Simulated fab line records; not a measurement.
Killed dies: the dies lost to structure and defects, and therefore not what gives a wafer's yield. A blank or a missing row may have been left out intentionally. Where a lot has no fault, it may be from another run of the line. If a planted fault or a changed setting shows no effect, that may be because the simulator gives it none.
fab line records :: flow nand_harc
[record]
  lots = 14
  wafers = 42
  last_day = 34
route steps=1302 shown P_ZERO_WELL@14
lots that met no fault: taken from a fault-free run of the same line
start_h: hours from the record's first day to the start of the lot's first wafer shown :: wait_h: hours since the lot's step before :: " repeats the value in the row above :: L1.1+2: several wafers, shown together as one row :: - value missing, or start not given :: * or withheld: withheld :: < > ~ a bound
route shown NAME@n: names a module that has steps shown in the file, with the first one's number in the route :: usual: mean/standard deviation taken from wafers without a fault :: same: alike in all rows :: chamber/n: place in a boat :: sites: each site's reading :: _std_site: the standard deviation of these :: _edge_site: the outer-site mean with the inner-site mean subtracted :: radius_mm: how far each site lies from the wafer's centre :: mask NAME#n: copy n :: behind: the most recent tool/chamber to have shaped the wafer :: hold: the reason the lot was held/the length of the hold in hours/how it ended :: device: transistor that didn't switch, given as n, p or np :: end of line: tests of these same wafers at the route's end :: for a step that has no rows: nothing shown but its recipe :: killed: dies lost to structure and defects at the first sort, not the wafer's yield :: map: the dies of a wafer, with x for killed, . for not killed, _ for no die there
set.NAME: the run value of the setting; set.NAME@STEP: its run value at that earlier step :: model.NAME: the simulator's own value behind a step, which no gauge read
steps of the route over a sample of lots; a table a step, a row a wafer
services: the hour from which a tool's chamber was out of use, counted from the record's first day as start_h (under 0 if before that day), plus the number of hours and why
[[steps]]
[step NHARC_P_ZERO_WELL_CD_MEAS_11]
[recipe]
  target_cd_nm = 500
  landing_energy_ev = 500
[usual]
  cd_nm = 500.0/1.5
lot.wafer: L425.1
tool: cd_sem-02
chamber: 0
start_h: 31.30
wait_h: -
cd_nm: 501.5

lot.wafer: L425.2
tool: cd_sem-02
chamber: 0
start_h: 31.30
wait_h: -
cd_nm: 499.4

lot.wafer: L425.4
tool: cd_sem-02
chamber: 0
start_h: 31.30
wait_h: -
cd_nm: 499.9

lot.wafer: L428.2
tool: cd_sem-01
chamber: 0
start_h: 61.12
wait_h: -
cd_nm: 498.9

lot.wafer: L428.3
tool: cd_sem-01
chamber: 0
start_h: 61.12
wait_h: -
cd_nm: 499.4

lot.wafer: L428.4
tool: cd_sem-01
chamber: 0
start_h: 61.12
wait_h: -
cd_nm: 498.1

lot.wafer: L429.1
tool: cd_sem-02
chamber: 0
start_h: 71.24
wait_h: -
cd_nm: 499.4

lot.wafer: L429.4
tool: cd_sem-02
chamber: 0
start_h: 71.24
wait_h: -
cd_nm: 499.9

lot.wafer: L429.5
tool: cd_sem-02
chamber: 0
start_h: 71.24
wait_h: -
cd_nm: 501.6

lot.wafer: L430.3
tool: cd_sem-03
chamber: 0
start_h: 81.12
wait_h: -
cd_nm: 497.8

lot.wafer: L430.4
tool: cd_sem-03
chamber: 0
start_h: 81.12
wait_h: -
cd_nm: 498.9

lot.wafer: L430.5
tool: cd_sem-03
chamber: 0
start_h: 81.12
wait_h: -
cd_nm: 496.9

lot.wafer: L431.2
tool: cd_sem-02
chamber: 0
start_h: 91.12
wait_h: -
cd_nm: 497.6

lot.wafer: L431.5
tool: cd_sem-02
chamber: 0
start_h: 91.12
wait_h: -
cd_nm: 498.6

lot.wafer: L431.6
tool: cd_sem-02
chamber: 0
start_h: 91.12
wait_h: -
cd_nm: 498.8

lot.wafer: L435.1
tool: cd_sem-03
chamber: 0
start_h: 131.14
wait_h: -
cd_nm: 499.3

lot.wafer: L435.2
tool: cd_sem-03
chamber: 0
start_h: 131.14
wait_h: -
cd_nm: 498.5

lot.wafer: L435.5
tool: cd_sem-03
chamber: 0
start_h: 131.14
wait_h: -
cd_nm: 500.4

lot.wafer: L436.2
tool: cd_sem-02
chamber: 0
start_h: 141.24
wait_h: -
cd_nm: 499.1

lot.wafer: L436.4
tool: cd_sem-02
chamber: 0
start_h: 141.24
wait_h: -
cd_nm: 499.8

lot.wafer: L436.6
tool: cd_sem-02
chamber: 0
start_h: 141.24
wait_h: -
cd_nm: 499.8

lot.wafer: L437.2
tool: cd_sem-03
chamber: 0
start_h: 151.24
wait_h: -
cd_nm: 498.3

lot.wafer: L437.3
tool: cd_sem-03
chamber: 0
start_h: 151.24
wait_h: -
cd_nm: 498.5

lot.wafer: L437.5
tool: cd_sem-03
chamber: 0
start_h: 151.24
wait_h: -
cd_nm: 498.2

lot.wafer: L441.2
tool: cd_sem-01
chamber: 0
start_h: 191.43
wait_h: -
cd_nm: 500.8

lot.wafer: L441.4
tool: cd_sem-01
chamber: 0
start_h: 191.43
wait_h: -
cd_nm: 501.4

lot.wafer: L441.5
tool: cd_sem-01
chamber: 0
start_h: 191.43
wait_h: -
cd_nm: 502.1

lot.wafer: L443.1
tool: cd_sem-02
chamber: 0
start_h: 211.27
wait_h: -
cd_nm: 500.2

lot.wafer: L443.4
tool: cd_sem-02
chamber: 0
start_h: 211.27
wait_h: -
cd_nm: 499.1

lot.wafer: L443.6
tool: cd_sem-02
chamber: 0
start_h: 211.27
wait_h: -
cd_nm: 498.8

lot.wafer: L444.1
tool: cd_sem-02
chamber: 0
start_h: 221.24
wait_h: -
cd_nm: 501.2

lot.wafer: L444.2
tool: cd_sem-02
chamber: 0
start_h: 221.24
wait_h: -
cd_nm: 499.6

lot.wafer: L444.4
tool: cd_sem-02
chamber: 0
start_h: 221.24
wait_h: -
cd_nm: 499.9

lot.wafer: L445.1
tool: cd_sem-03
chamber: 0
start_h: 231.25
wait_h: -
cd_nm: 500.3

lot.wafer: L445.3
tool: cd_sem-03
chamber: 0
start_h: 231.25
wait_h: -
cd_nm: 499.8

lot.wafer: L445.5
tool: cd_sem-03
chamber: 0
start_h: 231.25
wait_h: -
cd_nm: 499.1

lot.wafer: L446.2
tool: cd_sem-01
chamber: 0
start_h: 241.24
wait_h: -
cd_nm: 501.4

lot.wafer: L446.5
tool: cd_sem-01
chamber: 0
start_h: 241.24
wait_h: -
cd_nm: 501.1

lot.wafer: L446.6
tool: cd_sem-01
chamber: 0
start_h: 241.24
wait_h: -
cd_nm: 500.2

lot.wafer: L447.1
tool: cd_sem-01
chamber: 0
start_h: 251.23
wait_h: -
cd_nm: 500.8

lot.wafer: L447.4
tool: cd_sem-01
chamber: 0
start_h: 251.23
wait_h: -
cd_nm: 500.1

lot.wafer: L447.5
tool: cd_sem-01
chamber: 0
start_h: 251.23
wait_h: -
cd_nm: 498.3
[step NHARC_P_ZERO_WELL_ETCH_62]
[recipe]
  target_depth_a = 130
  time_s = 6.5
  chf3_flow_sccm = 50
  ar_flow_sccm = 200
  rf_w = 500
  bias_w = 200
  chemistry = CHF3/Ar
[usual]
  drypump_motor_current_A = 5.9/0.54
  oes_product_au = 0.958/0.017
  rf_vpp_V = 370.2/2
  showerhead_plenum_p_Torr = 2.33/0.087
  throttle_valve_pct = 20.216/0.0091
lot.wafer: L425.2
tool: rie_diel-02
chamber: 2
start_h: -
wait_h: -
drypump_motor_current_A: 5.4
oes_product_au: 0.959
rf_hours_counter_h: 43
rf_vpp_V: 368.1
showerhead_plenum_p_Torr: 2.25
throttle_valve_pct: 20.226

lot.wafer: L425.1
tool: rie_diel-02
chamber: 3
start_h: -
wait_h: -
drypump_motor_current_A: 5.4
oes_product_au: 0.953
rf_hours_counter_h: 44
rf_vpp_V: 371.1
showerhead_plenum_p_Torr: 2.36
throttle_valve_pct: 20.223

lot.wafer: L425.4
tool: rie_diel-02
chamber: 3
start_h: -
wait_h: -
drypump_motor_current_A: 5.4
oes_product_au: 0.972
rf_hours_counter_h: -
rf_vpp_V: 370.5
showerhead_plenum_p_Torr: 2.36
throttle_valve_pct: 20.214

lot.wafer: L428.2
tool: rie_diel-04
chamber: 3
start_h: -
wait_h: -
drypump_motor_current_A: 6.0
oes_product_au: 0.928
rf_hours_counter_h: 20
rf_vpp_V: 368.6
showerhead_plenum_p_Torr: 2.33
throttle_valve_pct: 20.224

lot.wafer: L428.4
tool: rie_diel-04
chamber: 0
start_h: -
wait_h: -
drypump_motor_current_A: 6.1
oes_product_au: 0.911
rf_hours_counter_h: 17
rf_vpp_V: 367.1
showerhead_plenum_p_Torr: 2.24
throttle_valve_pct: 20.215

lot.wafer: L428.3
tool: rie_diel-04
chamber: 2
start_h: -
wait_h: -
drypump_motor_current_A: 6.3
oes_product_au: 0.927
rf_hours_counter_h: 18
rf_vpp_V: 369.2
showerhead_plenum_p_Torr: 2.30
throttle_valve_pct: 20.228

lot.wafer: L429.4
tool: rie_diel-02
chamber: 0
start_h: -
wait_h: -
drypump_motor_current_A: 4.9
oes_product_au: 0.977
rf_hours_counter_h: 8
rf_vpp_V: 366.3
showerhead_plenum_p_Torr: 2.20
throttle_valve_pct: 20.205

lot.wafer: L429.1
tool: rie_diel-02
chamber: 1
start_h: -
wait_h: -
drypump_motor_current_A: 5.7
oes_product_au: 0.964
rf_hours_counter_h: 7
rf_vpp_V: 369.1
showerhead_plenum_p_Torr: 2.30
throttle_valve_pct: 20.219

lot.wafer: L429.5
tool: rie_diel-02
chamber: 0
start_h: -
wait_h: -
drypump_motor_current_A: 4.9
oes_product_au: 0.974
rf_hours_counter_h: -
rf_vpp_V: 368.9
showerhead_plenum_p_Torr: 2.20
throttle_valve_pct: 20.229

lot.wafer: L430.3
tool: rie_diel-07
chamber: 3
start_h: -
wait_h: -
drypump_motor_current_A: 5.1
oes_product_au: 0.951
rf_hours_counter_h: 43
rf_vpp_V: 371.1
showerhead_plenum_p_Torr: 2.31
throttle_valve_pct: 20.213

lot.wafer: L430.5
tool: rie_diel-07
chamber: 2
start_h: -
wait_h: -
drypump_motor_current_A: 6.5
oes_product_au: 0.953
rf_hours_counter_h: -
rf_vpp_V: 369.9
showerhead_plenum_p_Torr: 2.40
throttle_valve_pct: 20.221

lot.wafer: L430.4
tool: rie_diel-07
chamber: 3
start_h: -
wait_h: -
drypump_motor_current_A: 5.1
oes_product_au: 0.950
rf_hours_counter_h: -
rf_vpp_V: 371.8
showerhead_plenum_p_Torr: 2.31
throttle_valve_pct: 20.223

lot.wafer: L431.2
tool: rie_diel-02
chamber: 2
start_h: -
wait_h: -
drypump_motor_current_A: 5.4
oes_product_au: 0.985
rf_hours_counter_h: 13
rf_vpp_V: 368.9
showerhead_plenum_p_Torr: 2.24
throttle_valve_pct: 20.225

lot.wafer: L431.6
tool: rie_diel-02
chamber: 2
start_h: -
wait_h: -
drypump_motor_current_A: 5.4
oes_product_au: 0.976
rf_hours_counter_h: -
rf_vpp_V: 367.2
showerhead_plenum_p_Torr: 2.24
throttle_valve_pct: 20.212

lot.wafer: L431.5
tool: rie_diel-02
chamber: 3
start_h: -
wait_h: -
drypump_motor_current_A: 5.4
oes_product_au: 0.957
rf_hours_counter_h: -
rf_vpp_V: 371.4
showerhead_plenum_p_Torr: 2.35
throttle_valve_pct: 20.230

lot.wafer: L435.1
tool: rie_diel-04
chamber: 0
start_h: -
wait_h: -
drypump_motor_current_A: 6.1
oes_product_au: 0.959
rf_hours_counter_h: 36
rf_vpp_V: 368.4
showerhead_plenum_p_Torr: 2.23
throttle_valve_pct: 20.236

lot.wafer: L435.2
tool: rie_diel-04
chamber: 1
start_h: -
wait_h: -
drypump_motor_current_A: 6.7
oes_product_au: 0.962
rf_hours_counter_h: 37
rf_vpp_V: 373.2
showerhead_plenum_p_Torr: 2.45
throttle_valve_pct: 20.206

lot.wafer: L435.5
tool: rie_diel-04
chamber: 0
start_h: -
wait_h: -
drypump_motor_current_A: 6.1
oes_product_au: 0.962
rf_hours_counter_h: -
rf_vpp_V: 368.2
showerhead_plenum_p_Torr: 2.23
throttle_valve_pct: 20.208

lot.wafer: L436.4
tool: rie_diel-02
chamber: 0
start_h: -
wait_h: -
drypump_motor_current_A: 4.9
oes_product_au: 0.977
rf_hours_counter_h: 28
rf_vpp_V: 365.8
showerhead_plenum_p_Torr: 2.20
throttle_valve_pct: 20.224

lot.wafer: L436.2
tool: rie_diel-02
chamber: 1
start_h: -
wait_h: -
drypump_motor_current_A: 5.7
oes_product_au: 0.968
rf_hours_counter_h: 29
rf_vpp_V: 370.1
showerhead_plenum_p_Torr: 2.29
throttle_valve_pct: 20.203

lot.wafer: L436.6
tool: rie_diel-02
chamber: 1
start_h: -
wait_h: -
drypump_motor_current_A: 5.7
oes_product_au: 0.976
rf_hours_counter_h: -
rf_vpp_V: 371.4
showerhead_plenum_p_Torr: 2.29
throttle_valve_pct: 20.232

lot.wafer: L437.3
tool: rie_diel-07
chamber: 1
start_h: -
wait_h: -
drypump_motor_current_A: 6.1
oes_product_au: 0.977
rf_hours_counter_h: 7
rf_vpp_V: 374.2
showerhead_plenum_p_Torr: 2.53
throttle_valve_pct: 20.225

lot.wafer: L437.2
tool: rie_diel-07
chamber: 0
start_h: -
wait_h: -
drypump_motor_current_A: 6.1
oes_product_au: 0.967
rf_hours_counter_h: 7
rf_vpp_V: 372.0
showerhead_plenum_p_Torr: 2.41
throttle_valve_pct: 20.213

lot.wafer: L437.5
tool: rie_diel-07
chamber: 2
start_h: -
wait_h: -
drypump_motor_current_A: 6.5
oes_product_au: 0.988
rf_hours_counter_h: -
rf_vpp_V: 371.1
showerhead_plenum_p_Torr: 2.39
throttle_valve_pct: 20.220

lot.wafer: L441.4
tool: rie_diel-07
chamber: 2
start_h: -
wait_h: -
drypump_motor_current_A: 6.5
oes_product_au: 0.963
rf_hours_counter_h: 27
rf_vpp_V: 372.4
showerhead_plenum_p_Torr: 2.38
throttle_valve_pct: 20.217

lot.wafer: L441.2
tool: rie_diel-07
chamber: 1
start_h: -
wait_h: -
drypump_motor_current_A: 6.1
oes_product_au: 0.980
rf_hours_counter_h: 30
rf_vpp_V: 375.4
showerhead_plenum_p_Torr: 2.52
throttle_valve_pct: 20.227

lot.wafer: L441.5
tool: rie_diel-07
chamber: 3
start_h: -
wait_h: -
drypump_motor_current_A: 5.1
oes_product_au: 0.971
rf_hours_counter_h: -
rf_vpp_V: 369.7
showerhead_plenum_p_Torr: 2.30
throttle_valve_pct: 20.210

lot.wafer: L443.4
tool: rie_diel-07
chamber: 2
start_h: -
wait_h: -
drypump_motor_current_A: 6.5
oes_product_au: 0.969
rf_hours_counter_h: 31
rf_vpp_V: 371.1
showerhead_plenum_p_Torr: 2.38
throttle_valve_pct: 20.217

lot.wafer: L443.1
tool: rie_diel-07
chamber: 0
start_h: -
wait_h: -
drypump_motor_current_A: 6.0
oes_product_au: 0.975
rf_hours_counter_h: 32
rf_vpp_V: 371.8
showerhead_plenum_p_Torr: 2.40
throttle_valve_pct: 20.213

lot.wafer: L443.6
tool: rie_diel-07
chamber: 3
start_h: -
wait_h: -
drypump_motor_current_A: 5.1
oes_product_au: 0.968
rf_hours_counter_h: -
rf_vpp_V: 370.5
showerhead_plenum_p_Torr: 2.29
throttle_valve_pct: 20.211

lot.wafer: L444.2
tool: rie_diel-04
chamber: 0
start_h: -
wait_h: -
drypump_motor_current_A: 6.0
oes_product_au: 0.962
rf_hours_counter_h: 14
rf_vpp_V: 366.7
showerhead_plenum_p_Torr: 2.22
throttle_valve_pct: 20.231

lot.wafer: L444.4
tool: rie_diel-04
chamber: 2
start_h: -
wait_h: -
drypump_motor_current_A: 6.3
oes_product_au: 0.952
rf_hours_counter_h: 12
rf_vpp_V: 371.1
showerhead_plenum_p_Torr: 2.29
throttle_valve_pct: 20.199

lot.wafer: L444.1
tool: rie_diel-04
chamber: 3
start_h: -
wait_h: -
drypump_motor_current_A: 6.0
oes_product_au: 0.937
rf_hours_counter_h: 10
rf_vpp_V: 370.5
showerhead_plenum_p_Torr: 2.31
throttle_valve_pct: 20.233

lot.wafer: L445.3
tool: rie_diel-04
chamber: 2
start_h: -
wait_h: -
drypump_motor_current_A: 6.3
oes_product_au: 0.956
rf_hours_counter_h: 16
rf_vpp_V: 370.6
showerhead_plenum_p_Torr: 2.29
throttle_valve_pct: 20.217

lot.wafer: L445.1
tool: rie_diel-04
chamber: 0
start_h: -
wait_h: -
drypump_motor_current_A: 6.1
oes_product_au: 0.932
rf_hours_counter_h: 19
rf_vpp_V: 367.3
showerhead_plenum_p_Torr: 2.22
throttle_valve_pct: 20.216

lot.wafer: L445.5
tool: rie_diel-04
chamber: 3
start_h: -
wait_h: -
drypump_motor_current_A: 6.0
oes_product_au: 0.947
rf_hours_counter_h: -
rf_vpp_V: 370.6
showerhead_plenum_p_Torr: 2.31
throttle_valve_pct: 20.222

lot.wafer: L446.2
tool: rie_diel-04
chamber: 3
start_h: -
wait_h: -
drypump_motor_current_A: 6.0
oes_product_au: 0.956
rf_hours_counter_h: 18
rf_vpp_V: 370.0
showerhead_plenum_p_Torr: 2.31
throttle_valve_pct: 20.210

lot.wafer: L446.5
tool: rie_diel-04
chamber: 3
start_h: -
wait_h: -
drypump_motor_current_A: 6.0
oes_product_au: 0.957
rf_hours_counter_h: -
rf_vpp_V: 369.3
showerhead_plenum_p_Torr: 2.31
throttle_valve_pct: 20.208

lot.wafer: L446.6
tool: rie_diel-04
chamber: 0
start_h: -
wait_h: -
drypump_motor_current_A: 6.1
oes_product_au: 0.970
rf_hours_counter_h: -
rf_vpp_V: 366.3
showerhead_plenum_p_Torr: 2.22
throttle_valve_pct: 20.201

lot.wafer: L447.1
tool: rie_diel-07
chamber: 3
start_h: -
wait_h: -
drypump_motor_current_A: 5.1
oes_product_au: 0.961
rf_hours_counter_h: 43
rf_vpp_V: 369.1
showerhead_plenum_p_Torr: 2.29
throttle_valve_pct: 20.218

lot.wafer: L447.4
tool: rie_diel-07
chamber: 2
start_h: -
wait_h: -
drypump_motor_current_A: 6.5
oes_product_au: 0.974
rf_hours_counter_h: -
rf_vpp_V: 371.6
showerhead_plenum_p_Torr: 2.37
throttle_valve_pct: 20.231

lot.wafer: L447.5
tool: rie_diel-07
chamber: 3
start_h: -
wait_h: -
drypump_motor_current_A: 5.1
oes_product_au: 0.958
rf_hours_counter_h: -
rf_vpp_V: 369.4
showerhead_plenum_p_Torr: 2.29
throttle_valve_pct: 20.211
[step NHARC_P_ZERO_WELL_DEVELOP_23]
[recipe]
  time_s = 70
[usual]
  chill_plate_temp_C = 22.96/0.12
  exhaust_pa = 45.1/0.95
lot.wafer: L425.1
tool: litho_track-02
chamber: 0
start_h: 32
wait_h: -
chill_plate_temp_C: 23.18
exhaust_pa: 46.6

lot.wafer: L425.2
tool: litho_track-02
chamber: 0
start_h: 32
wait_h: -
chill_plate_temp_C: 23.19
exhaust_pa: 46.3

lot.wafer: L425.4
tool: litho_track-02
chamber: 0
start_h: 32
wait_h: -
chill_plate_temp_C: 23.03
exhaust_pa: 46.7

lot.wafer: L428.2
tool: litho_track-07
chamber: 0
start_h: 62
wait_h: -
chill_plate_temp_C: 23.14
exhaust_pa: 45.2

lot.wafer: L428.3
tool: litho_track-07
chamber: 0
start_h: 62
wait_h: -
chill_plate_temp_C: 22.99
exhaust_pa: 43.4

lot.wafer: L428.4
tool: litho_track-07
chamber: 0
start_h: 62
wait_h: -
chill_plate_temp_C: 23.15
exhaust_pa: 43.9

lot.wafer: L429.1
tool: litho_track-07
chamber: 0
start_h: 72
wait_h: -
chill_plate_temp_C: 22.90
exhaust_pa: 45.5

lot.wafer: L429.4
tool: litho_track-07
chamber: 0
start_h: 72
wait_h: -
chill_plate_temp_C: 22.85
exhaust_pa: 44.0

lot.wafer: L429.5
tool: litho_track-07
chamber: 0
start_h: 72
wait_h: -
chill_plate_temp_C: 22.93
exhaust_pa: 44.9

lot.wafer: L430.3
tool: litho_track-02
chamber: 0
start_h: 82
wait_h: -
chill_plate_temp_C: 23.03
exhaust_pa: 43.8

lot.wafer: L430.4
tool: litho_track-02
chamber: 0
start_h: 82
wait_h: -
chill_plate_temp_C: 22.97
exhaust_pa: 43.7

lot.wafer: L430.5
tool: litho_track-02
chamber: 0
start_h: 82
wait_h: -
chill_plate_temp_C: 23.18
exhaust_pa: 44.1

lot.wafer: L431.2
tool: litho_track-07
chamber: 0
start_h: 92
wait_h: -
chill_plate_temp_C: 23.00
exhaust_pa: 42.6

lot.wafer: L431.5
tool: litho_track-07
chamber: 0
start_h: 92
wait_h: -
chill_plate_temp_C: 23.05
exhaust_pa: 44.6

lot.wafer: L431.6
tool: litho_track-07
chamber: 0
start_h: 92
wait_h: -
chill_plate_temp_C: 22.95
exhaust_pa: 44.2

lot.wafer: L435.1
tool: litho_track-02
chamber: 0
start_h: 132
wait_h: -
chill_plate_temp_C: 22.90
exhaust_pa: 45.4

lot.wafer: L435.2
tool: litho_track-02
chamber: 0
start_h: 132
wait_h: -
chill_plate_temp_C: 23.03
exhaust_pa: 47.3

lot.wafer: L435.5
tool: litho_track-02
chamber: 0
start_h: 132
wait_h: -
chill_plate_temp_C: 22.70
exhaust_pa: 46.1

lot.wafer: L436.2
tool: litho_track-03
chamber: -
start_h: 142
wait_h: -
chill_plate_temp_C: -
exhaust_pa: -

lot.wafer: L436.4
tool: litho_track-03
chamber: -
start_h: 142
wait_h: -
chill_plate_temp_C: -
exhaust_pa: -

lot.wafer: L436.6
tool: litho_track-03
chamber: -
start_h: 142
wait_h: -
chill_plate_temp_C: -
exhaust_pa: -

lot.wafer: L437.2
tool: litho_track-02
chamber: -
start_h: 152
wait_h: -
chill_plate_temp_C: -
exhaust_pa: -

lot.wafer: L437.3
tool: litho_track-02
chamber: -
start_h: 152
wait_h: -
chill_plate_temp_C: -
exhaust_pa: -

lot.wafer: L437.5
tool: litho_track-02
chamber: -
start_h: 152
wait_h: -
chill_plate_temp_C: -
exhaust_pa: -

lot.wafer: L441.2
tool: litho_track-02
chamber: 0
start_h: 192
wait_h: -
chill_plate_temp_C: 22.95
exhaust_pa: 45.2

lot.wafer: L441.4
tool: litho_track-02
chamber: 0
start_h: 192
wait_h: -
chill_plate_temp_C: 23.02
exhaust_pa: 45.5

lot.wafer: L441.5
tool: litho_track-02
chamber: 0
start_h: 192
wait_h: -
chill_plate_temp_C: 22.81
exhaust_pa: 44.4

lot.wafer: L443.1
tool: litho_track-02
chamber: 0
start_h: 212
wait_h: -
chill_plate_temp_C: 23.00
exhaust_pa: 43.5

lot.wafer: L443.4
tool: litho_track-02
chamber: 0
start_h: 212
wait_h: -
chill_plate_temp_C: 23.20
exhaust_pa: 42.6

lot.wafer: L443.6
tool: litho_track-02
chamber: 0
start_h: 212
wait_h: -
chill_plate_temp_C: 22.92
exhaust_pa: 43.5

lot.wafer: L444.1
tool: litho_track-03
chamber: 0
start_h: 223
wait_h: -
chill_plate_temp_C: 22.74
exhaust_pa: 44.8

lot.wafer: L444.2
tool: litho_track-03
chamber: 0
start_h: 223
wait_h: -
chill_plate_temp_C: 22.85
exhaust_pa: 44.9

lot.wafer: L444.4
tool: litho_track-03
chamber: 0
start_h: 223
wait_h: -
chill_plate_temp_C: 22.77
exhaust_pa: 44.6

lot.wafer: L445.1
tool: litho_track-03
chamber: 0
start_h: 232
wait_h: -
chill_plate_temp_C: 22.99
exhaust_pa: 45.3

lot.wafer: L445.3
tool: litho_track-03
chamber: 0
start_h: 232
wait_h: -
chill_plate_temp_C: 22.99
exhaust_pa: 45.8

lot.wafer: L445.5
tool: litho_track-03
chamber: 0
start_h: 232
wait_h: -
chill_plate_temp_C: 22.98
exhaust_pa: 45.0

lot.wafer: L446.2
tool: litho_track-03
chamber: 0
start_h: 242
wait_h: -
chill_plate_temp_C: 22.87
exhaust_pa: 44.8

lot.wafer: L446.5
tool: litho_track-03
chamber: 0
start_h: 242
wait_h: -
chill_plate_temp_C: 22.86
exhaust_pa: 45.5

lot.wafer: L446.6
tool: litho_track-03
chamber: 0
start_h: 242
wait_h: -
chill_plate_temp_C: 22.88
exhaust_pa: 45.0

lot.wafer: L447.1
tool: litho_track-03
chamber: 0
start_h: 252
wait_h: -
chill_plate_temp_C: 22.85
exhaust_pa: 44.8

lot.wafer: L447.4
tool: litho_track-03
chamber: 0
start_h: 252
wait_h: -
chill_plate_temp_C: 22.82
exhaust_pa: 46.2

lot.wafer: L447.5
tool: litho_track-03
chamber: 0
start_h: 252
wait_h: -
chill_plate_temp_C: 22.86
exhaust_pa: 46.2
[[services]]
tool: rie_diel-04
chamber: 0
start_h: 10.27
hours: -
kind: clean

tool: rie_diel-04
chamber: 1
start_h: 10.27
hours: -
kind: clean

tool: rie_diel-02
chamber: 0
start_h: 12.31
hours: 1.7
kind: repair

tool: rie_diel-04
chamber: -
start_h: 20.23
hours: 0.7
kind: repair

tool: rie_diel-02
chamber: 1
start_h: 30.07
hours: 10.9
kind: repair

tool: rie_diel-02
chamber: -
start_h: 39.73
hours: 9.0
kind: pm

tool: litho_track-02
chamber: -
start_h: 52.00
hours: 7.0
kind: pm

tool: litho_track-07
chamber: -
start_h: 76.00
hours: 7.0
kind: pm

tool: rie_diel-07
chamber: 1
start_h: 80.62
hours: 7.5
kind: repair

tool: rie_diel-07
chamber: 2
start_h: 86.21
hours: 2.4
kind: repair

tool: litho_track-03
chamber: -
start_h: 100.00
hours: 7.0
kind: pm

tool: rie_diel-07
chamber: -
start_h: 105.69
hours: 0.4
kind: repair

tool: rie_diel-07
chamber: -
start_h: 119.37
hours: 9.0
kind: pm

tool: rie_diel-04
chamber: 2
start_h: 122.02
hours: 11.2
kind: repair

tool: rie_diel-04
chamber: 0
start_h: 126.27
hours: 2.3
kind: repair

tool: rie_diel-04
chamber: 1
start_h: 133.26
hours: 13.0
kind: repair

tool: rie_diel-07
chamber: 2
start_h: 135.11
hours: 1.5
kind: repair

tool: rie_diel-02
chamber: -
start_h: 146.75
hours: 0.8
kind: repair

tool: rie_diel-04
chamber: 2
start_h: 170.29
hours: 5.6
kind: repair

tool: rie_diel-04
chamber: -
start_h: 178.27
hours: 9.0
kind: pm

tool: rie_diel-02
chamber: -
start_h: 216.99
hours: 9.0
kind: pm

tool: litho_track-02
chamber: -
start_h: 227.00
hours: 7.0
kind: pm

tool: rie_diel-07
chamber: 1
start_h: 247.23
hours: 8.4
kind: repair

tool: litho_track-07
chamber: -
start_h: 251.00
hours: 7.0
kind: pm
[[key]]
[first_sign]
  step = NHARC_P_ZERO_WELL_DEVELOP_23
  reading = tool_record
  direction = missing
effect none on later readings
met_at NHARC_P_ZERO_WELL_DEVELOP_23
struck_lots L436,L437
later_rows_left_out L436.2,L436.4,L436.6,L437.2,L437.3,L437.5
sort_left_out L436.2,L436.4,L436.6,L437.2,L437.3,L437.5
tester_left_out L436,L437
not_acting_at NHARC_P_ZERO_WELL_CD_MEAS_11,NHARC_P_ZERO_WELL_ETCH_62
onset_between 132 142
[fault]
  kind = skipped_step_whole
  tool = litho_track-02,litho_track-03
  chamber = -
  onset_h = 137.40
  steps = NHARC_P_ZERO_WELL_DEVELOP_23
  scope = struck_lots_only
// tester_left_out: of these lots the tester's yield and bins aren't shown, on N5 and GAA mostly nor the transistor test; their killed dies are dies lost to structure and defects alone, not to doping, threshold or leakage, so they don't give the yield
// sort_left_out: the simulated sort isn't trusted on such a fault, so these wafers' sort isn't shown, and their yield isn't known
// later_rows_left_out: the simulator's readings of these wafers behind a module that went badly wrong aren't trusted and aren't shown, but for the sort
